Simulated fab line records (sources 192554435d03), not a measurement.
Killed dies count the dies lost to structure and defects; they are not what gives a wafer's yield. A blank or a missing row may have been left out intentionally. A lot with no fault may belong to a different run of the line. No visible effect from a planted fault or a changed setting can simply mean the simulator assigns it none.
Chamber matching || flow n5 finfet || N5_GATE_CUT_DESCUM_18 on rie diel-02: 4 sister chambers
The step chemistry O2, time 7 s. 27 wafers are shown with their chamber, then 12 later ones without.

WAFERS PAIRED WITH THEIR CHAMBERS
{"wafer": "L076.3", "chamber": 0, "throttle valve pct (%)": 20.52, "showerhead plenum p Torr (Torr)": 2.14, "drypump motor current A (A)": 5.4}
{"wafer": "L076.4", "chamber": 2, "throttle valve pct (%)": 20.25, "showerhead plenum p Torr (Torr)": 2.07, "drypump motor current A (A)": 5.5}
{"wafer": "L076.6", "chamber": 3, "throttle valve pct (%)": 20.67, "showerhead plenum p Torr (Torr)": 2.08, "drypump motor current A (A)": 5.7}
{"wafer": "L078.2", "chamber": 0, "throttle valve pct (%)": 20.51, "showerhead plenum p Torr (Torr)": 2.14, "drypump motor current A (A)": 5.4}
{"wafer": "L078.3", "chamber": 1, "throttle valve pct (%)": 20.03, "showerhead plenum p Torr (Torr)": 1.99, "drypump motor current A (A)": 6.0}
{"wafer": "L078.6", "chamber": 1, "throttle valve pct (%)": 20.02, "showerhead plenum p Torr (Torr)": 1.99, "drypump motor current A (A)": 6.1}
{"wafer": "L082.1", "chamber": 2, "throttle valve pct (%)": 20.30, "showerhead plenum p Torr (Torr)": 2.06, "drypump motor current A (A)": 5.5}
{"wafer": "L082.3", "chamber": 0, "throttle valve pct (%)": 20.53, "showerhead plenum p Torr (Torr)": 2.14, "drypump motor current A (A)": 5.4}
{"wafer": "L082.4", "chamber": 1, "throttle valve pct (%)": 20.06, "showerhead plenum p Torr (Torr)": 1.99, "drypump motor current A (A)": 6.0}
{"wafer": "L083.2", "chamber": 1, "throttle valve pct (%)": 20.05, "showerhead plenum p Torr (Torr)": 1.98, "drypump motor current A (A)": 6.0}
{"wafer": "L083.3", "chamber": 3, "throttle valve pct (%)": 20.67, "showerhead plenum p Torr (Torr)": 2.07, "drypump motor current A (A)": 5.7}
{"wafer": "L083.6", "chamber": 2, "throttle valve pct (%)": 20.28, "showerhead plenum p Torr (Torr)": 2.06, "drypump motor current A (A)": 5.5}
{"wafer": "L087.1", "chamber": 3, "throttle valve pct (%)": 20.68, "showerhead plenum p Torr (Torr)": 2.07, "drypump motor current A (A)": 5.7}
{"wafer": "L087.2", "chamber": 0, "throttle valve pct (%)": 20.55, "showerhead plenum p Torr (Torr)": 2.13, "drypump motor current A (A)": 5.4}
{"wafer": "L087.3", "chamber": 2, "throttle valve pct (%)": 20.28, "showerhead plenum p Torr (Torr)": 2.06, "drypump motor current A (A)": 5.5}
{"wafer": "L087.4", "chamber": 1, "throttle valve pct (%)": 20.06, "showerhead plenum p Torr (Torr)": 1.98, "drypump motor current A (A)": 6.0}
{"wafer": "L087.5", "chamber": 0, "throttle valve pct (%)": 20.56, "showerhead plenum p Torr (Torr)": 2.13, "drypump motor current A (A)": 5.5}
{"wafer": "L087.6", "chamber": 3, "throttle valve pct (%)": 20.70, "showerhead plenum p Torr (Torr)": 2.07, "drypump motor current A (A)": 5.7}
{"wafer": "L088.1", "chamber": 2, "throttle valve pct (%)": 20.29, "showerhead plenum p Torr (Torr)": 2.06, "drypump motor current A (A)": 5.5}
{"wafer": "L088.2", "chamber": 1, "throttle valve pct (%)": 20.04, "showerhead plenum p Torr (Torr)": 1.98, "drypump motor current A (A)": 6.1}
{"wafer": "L088.3", "chamber": 3, "throttle valve pct (%)": 20.71, "showerhead plenum p Torr (Torr)": 2.07, "drypump motor current A (A)": 5.7}
{"wafer": "L088.4", "chamber": 2, "throttle valve pct (%)": 20.31, "showerhead plenum p Torr (Torr)": 2.06, "drypump motor current A (A)": 5.5}
{"wafer": "L088.5", "chamber": 3, "throttle valve pct (%)": 20.71, "showerhead plenum p Torr (Torr)": 2.07, "drypump motor current A (A)": 5.7}
{"wafer": "L088.6", "chamber": 1, "throttle valve pct (%)": 20.08, "showerhead plenum p Torr (Torr)": 1.98, "drypump motor current A (A)": 6.0}
{"wafer": "L089.1", "chamber": 2, "throttle valve pct (%)": 20.29, "showerhead plenum p Torr (Torr)": 2.06, "drypump motor current A (A)": 5.5}
{"wafer": "L089.2", "chamber": 3, "throttle valve pct (%)": 20.71, "showerhead plenum p Torr (Torr)": 2.07, "drypump motor current A (A)": 5.7}
{"wafer": "L089.3", "chamber": 1, "throttle valve pct (%)": 20.06, "showerhead plenum p Torr (Torr)": 1.98, "drypump motor current A (A)": 6.0}

SIGNATURES (means of the wafers above)
{"reading": "throttle valve pct", "chamber 0": 20.5340, "chamber 1": 20.0500, "chamber 2": 20.2857, "chamber 3": 20.6929, "scatter within a chamber": 0.0194}
{"reading": "showerhead plenum p Torr", "chamber 0": 2.1360, "chamber 1": 1.9837, "chamber 2": 2.0614, "chamber 3": 2.0714, "scatter within a chamber": 0.00456}
{"reading": "drypump motor current A", "chamber 0": 5.420, "chamber 1": 6.025, "chamber 2": 5.500, "chamber 3": 5.700, "scatter within a chamber": 0.0316}
Rule: for each reading, subtract the chamber's mean from the wafer's reading, divide by that reading's scatter and square the result; add these up over the readings and take the root, which gives the wafer's distance from the chamber. If the next closest chamber is less than 2 further off than the closest, the wafer can't be placed; otherwise it belongs to the closest. How the scatter is found: for the shown wafers, subtract from each reading the mean of its chamber, square and add these, divide the total by (wafers less chambers), then take the root.

WAFERS WITHOUT THEIR CHAMBER
{"wafer": "L089.4", "throttle valve pct (%)": 20.31, "showerhead plenum p Torr (Torr)": 2.06, "drypump motor current A (A)": 5.5}
{"wafer": "L089.5", "throttle valve pct (%)": 20.71, "showerhead plenum p Torr (Torr)": 2.07, "drypump motor current A (A)": 5.7}
{"wafer": "L089.6", "throttle valve pct (%)": 20.06, "showerhead plenum p Torr (Torr)": 1.98, "drypump motor current A (A)": 6.1}
{"wafer": "L092.1", "throttle valve pct (%)": 20.09, "showerhead plenum p Torr (Torr)": 1.98, "drypump motor current A (A)": 6.1}
{"wafer": "L092.2", "throttle valve pct (%)": 20.18, "showerhead plenum p Torr (Torr)": 2.13, "drypump motor current A (A)": 5.4}
{"wafer": "L092.4", "throttle valve pct (%)": 20.29, "showerhead plenum p Torr (Torr)": 2.06, "drypump motor current A (A)": 5.5}
{"wafer": "L094.1", "throttle valve pct (%)": 20.10, "showerhead plenum p Torr (Torr)": 1.98, "drypump motor current A (A)": 6.0}
{"wafer": "L094.3", "throttle valve pct (%)": 20.33, "showerhead plenum p Torr (Torr)": 2.06, "drypump motor current A (A)": 5.5}
{"wafer": "L094.4", "throttle valve pct (%)": 20.23, "showerhead plenum p Torr (Torr)": 2.13, "drypump motor current A (A)": 5.4}
{"wafer": "L097.1", "throttle valve pct (%)": 20.32, "showerhead plenum p Torr (Torr)": 2.05, "drypump motor current A (A)": 5.5}
{"wafer": "L097.5", "throttle valve pct (%)": 20.72, "showerhead plenum p Torr (Torr)": 2.06, "drypump motor current A (A)": 5.7}
{"wafer": "L097.6", "throttle valve pct (%)": 20.32, "showerhead plenum p Torr (Torr)": 2.05, "drypump motor current A (A)": 5.5}

CHAMBER TAKEN BY EACH
{"wafer": "L089.4", "from the rows above": 2, "in truth": 2}
{"wafer": "L089.5", "from the rows above": 3, "in truth": 3}
{"wafer": "L089.6", "from the rows above": 1, "in truth": 1}
{"wafer": "L092.1", "from the rows above": 1, "in truth": 1}
{"wafer": "L092.2", "from the rows above": 2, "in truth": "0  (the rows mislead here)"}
{"wafer": "L092.4", "from the rows above": 2, "in truth": 2}
{"wafer": "L094.1", "from the rows above": 1, "in truth": 1}
{"wafer": "L094.3", "from the rows above": 2, "in truth": 2}
{"wafer": "L094.4", "from the rows above": "can't be placed: 2 or 0", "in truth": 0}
{"wafer": "L097.1", "from the rows above": 2, "in truth": 2}
{"wafer": "L097.5", "from the rows above": 3, "in truth": 3}
{"wafer": "L097.6", "from the rows above": 2, "in truth": 2}
10 of 12 placed correctly. These rows do not allow placing 1 (true chamber among the candidates in 1). Number placed wrongly: 1.
